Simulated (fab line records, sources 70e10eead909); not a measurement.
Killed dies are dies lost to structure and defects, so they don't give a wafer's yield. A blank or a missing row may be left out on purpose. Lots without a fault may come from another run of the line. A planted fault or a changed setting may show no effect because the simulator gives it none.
Chamber matching | flow nand_harc | NHARC_A_M0_STRIP_18 on rie_diel-12: 4 sister chambers
The step strips in N2/H2. 4 wafers are shown with their chamber, then 11 later ones without.

WAFERS WITH THEIR CHAMBER
wafer  | chamber | showerhead_plenum_p_Torr (Torr)
L080.2 | 2       | 2.11
L082.1 | 1       | 2.07
L082.4 | 3       | 2.18
L086.3 | 0       | 1.90

WAFERS WITHOUT THEIR CHAMBER
wafer  | showerhead_plenum_p_Torr (Torr)
L086.5 | 2.11
L086.6 | 2.07
L083.2 | 2.11
L083.3 | 2.18
L083.4 | 2.07
L089.3 | 2.07
L089.4 | 2.18
L089.6 | 2.11
L096.2 | 2.18
L096.4 | 1.90
L096.5 | 2.06

WHICH CHAMBER EACH WENT THROUGH
wafer  | from the rows above | in truth
L086.5 | 2                   | 2
L086.6 | 1                   | 1
L083.2 | 2                   | 2
L083.3 | 3                   | 3
L083.4 | 1                   | 1
L089.3 | 1                   | 1
L089.4 | 3                   | 3
L089.6 | 2                   | 2
L096.2 | 3                   | 3
L096.4 | 0                   | 0
L096.5 | 1                   | 1
Placed correctly: 11 of 11. Can't be placed from these rows: 0. Placed wrongly: 0.
How it was worked out, from the rows above alone: a wafer's distance from a chamber is the root of the sum, over the readings, of the square of ((its reading less the chamber's mean) divided by the reading's scatter). The wafer belongs to the nearest chamber; if the next one is less than 2 further off, it can't be placed. A chamber's mean is the mean of its shown wafers. The scatter: with one shown wafer a chamber, the root of the mean of the squares of how far each hidden wafer lies from its nearest shown one.
